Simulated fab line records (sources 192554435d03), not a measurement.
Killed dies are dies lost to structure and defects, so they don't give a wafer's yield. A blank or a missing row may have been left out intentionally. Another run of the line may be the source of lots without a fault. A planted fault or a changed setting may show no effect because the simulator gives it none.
Matching of chambers :: flow n5 finfet :: N5_PMOS_HMC_CHANNEL_EPI_HM_OPEN_15 on rie diel-04 has 4 sister chambers
The step chemistry CHF3/O2, target SiO2, target depth 40.6 nm, time 20.3 s. 24 wafers are shown with their chamber, then 12 later ones without.

EACH WAFER AND ITS CHAMBER
wafer: L077.2
chamber: 2
showerhead plenum p Torr (Torr): 2.47
rf vpp V (V): 526
drypump motor current A (A): 6.1

wafer: L077.4
chamber: 0
showerhead plenum p Torr (Torr): 2.38
rf vpp V (V): 518
drypump motor current A (A): 5.7

wafer: L077.6
chamber: 3
showerhead plenum p Torr (Torr): 2.56
rf vpp V (V): 523
drypump motor current A (A): 5.7

wafer: L079.1
chamber: 3
showerhead plenum p Torr (Torr): 2.56
rf vpp V (V): 522
drypump motor current A (A): 5.7

wafer: L079.3
chamber: 1
showerhead plenum p Torr (Torr): 2.52
rf vpp V (V): 524
drypump motor current A (A): 5.6

wafer: L079.5
chamber: 0
showerhead plenum p Torr (Torr): 2.38
rf vpp V (V): 516
drypump motor current A (A): 5.8

wafer: L080.3
chamber: 3
showerhead plenum p Torr (Torr): 2.55
rf vpp V (V): 522
drypump motor current A (A): 5.7

wafer: L080.4
chamber: 0
showerhead plenum p Torr (Torr): 2.38
rf vpp V (V): 516
drypump motor current A (A): 5.8

wafer: L080.5
chamber: 1
showerhead plenum p Torr (Torr): 2.52
rf vpp V (V): 524
drypump motor current A (A): 5.6

wafer: L082.2
chamber: 2
showerhead plenum p Torr (Torr): 2.47
rf vpp V (V): 526
drypump motor current A (A): 6.0

wafer: L082.3
chamber: 0
showerhead plenum p Torr (Torr): 2.38
rf vpp V (V): 517
drypump motor current A (A): 5.8

wafer: L082.6
chamber: 0
showerhead plenum p Torr (Torr): 2.38
rf vpp V (V): 516
drypump motor current A (A): 5.7

wafer: L083.1
chamber: 1
showerhead plenum p Torr (Torr): 2.52
rf vpp V (V): 523
drypump motor current A (A): 5.7

wafer: L083.3
chamber: 3
showerhead plenum p Torr (Torr): 2.55
rf vpp V (V): 522
drypump motor current A (A): 5.7

wafer: L083.6
chamber: 2
showerhead plenum p Torr (Torr): 2.47
rf vpp V (V): 525
drypump motor current A (A): 6.0

wafer: L086.3
chamber: 0
showerhead plenum p Torr (Torr): 2.38
rf vpp V (V): 516
drypump motor current A (A): 5.8

wafer: L086.4
chamber: 1
showerhead plenum p Torr (Torr): 2.52
rf vpp V (V): 522
drypump motor current A (A): 5.6

wafer: L086.5
chamber: 1
showerhead plenum p Torr (Torr): 2.52
rf vpp V (V): 524
drypump motor current A (A): 5.6

wafer: L087.3
chamber: 3
showerhead plenum p Torr (Torr): 2.55
rf vpp V (V): 523
drypump motor current A (A): 5.7

wafer: L087.5
chamber: 1
showerhead plenum p Torr (Torr): 2.52
rf vpp V (V): 523
drypump motor current A (A): 5.7

wafer: L087.6
chamber: 2
showerhead plenum p Torr (Torr): 2.47
rf vpp V (V): 526
drypump motor current A (A): 6.1

wafer: L088.2
chamber: 1
showerhead plenum p Torr (Torr): 2.52
rf vpp V (V): 523
drypump motor current A (A): 5.7

wafer: L088.3
chamber: 2
showerhead plenum p Torr (Torr): 2.47
rf vpp V (V): 525
drypump motor current A (A): 6.0

wafer: L088.6
chamber: 3
showerhead plenum p Torr (Torr): 2.55
rf vpp V (V): 522
drypump motor current A (A): 5.7

SIGNATURES (averages over the wafers above)
reading: showerhead plenum p Torr
chamber 0: 2.3800
chamber 1: 2.5200
chamber 2: 2.4700
chamber 3: 2.5533
scatter within a chamber: 0.00258

reading: rf vpp V
chamber 0: 516.50
chamber 1: 523.29
chamber 2: 525.60
chamber 3: 522.33
scatter within a chamber: 0.688

reading: drypump motor current A
chamber 0: 5.767
chamber 1: 5.643
chamber 2: 6.040
chamber 3: 5.700
scatter within a chamber: 0.0461
Rule: for a wafer and a chamber, the distance is found by dividing, reading by reading, the gap between the wafer's reading and the chamber's mean by the reading's scatter, squaring, summing and taking the root. The wafer belongs to the nearest chamber; if the next one is less than 2 further off, it can't be placed. The scatter: take each reading less its chamber's mean, square it, sum over the shown wafers, divide by the number of wafers less the number of chambers, and take the root.

WAFERS WITHOUT THEIR CHAMBER
wafer: L089.1
showerhead plenum p Torr (Torr): 2.52
rf vpp V (V): 523
drypump motor current A (A): 5.6

wafer: L089.4
showerhead plenum p Torr (Torr): 2.38
rf vpp V (V): 516
drypump motor current A (A): 5.7

wafer: L089.6
showerhead plenum p Torr (Torr): 2.47
rf vpp V (V): 526
drypump motor current A (A): 6.1

wafer: L090.1
showerhead plenum p Torr (Torr): 2.52
rf vpp V (V): 524
drypump motor current A (A): 5.6

wafer: L090.3
showerhead plenum p Torr (Torr): 2.46
rf vpp V (V): 523
drypump motor current A (A): 6.1

wafer: L090.4
showerhead plenum p Torr (Torr): 2.37
rf vpp V (V): 517
drypump motor current A (A): 5.8

wafer: L095.2
showerhead plenum p Torr (Torr): 2.51
rf vpp V (V): 523
drypump motor current A (A): 5.6

wafer: L095.4
showerhead plenum p Torr (Torr): 2.46
rf vpp V (V): 525
drypump motor current A (A): 6.0

wafer: L095.6
showerhead plenum p Torr (Torr): 2.55
rf vpp V (V): 522
drypump motor current A (A): 5.7

wafer: L097.4
showerhead plenum p Torr (Torr): 2.54
rf vpp V (V): 522
drypump motor current A (A): 5.7

wafer: L097.5
showerhead plenum p Torr (Torr): 2.51
rf vpp V (V): 523
drypump motor current A (A): 5.7

wafer: L097.6
showerhead plenum p Torr (Torr): 2.37
rf vpp V (V): 516
drypump motor current A (A): 5.8

THE CHAMBER EACH PASSED THROUGH
wafer: L089.1
from the rows above: 1
in truth: 1

wafer: L089.4
from the rows above: 0
in truth: 0

wafer: L089.6
from the rows above: 2
in truth: 2

wafer: L090.1
from the rows above: 1
in truth: 1

wafer: L090.3
from the rows above: 2
in truth: 2

wafer: L090.4
from the rows above: 0
in truth: 0

wafer: L095.2
from the rows above: 1
in truth: 1

wafer: L095.4
from the rows above: 2
in truth: 2

wafer: L095.6
from the rows above: 3
in truth: 3

wafer: L097.4
from the rows above: 3
in truth: 3

wafer: L097.5
from the rows above: 1
in truth: 1

wafer: L097.6
from the rows above: 0
in truth: 0
Correct placement for 12 of the 12. Left unplaced by these rows: 0. Placed wrongly: 0.
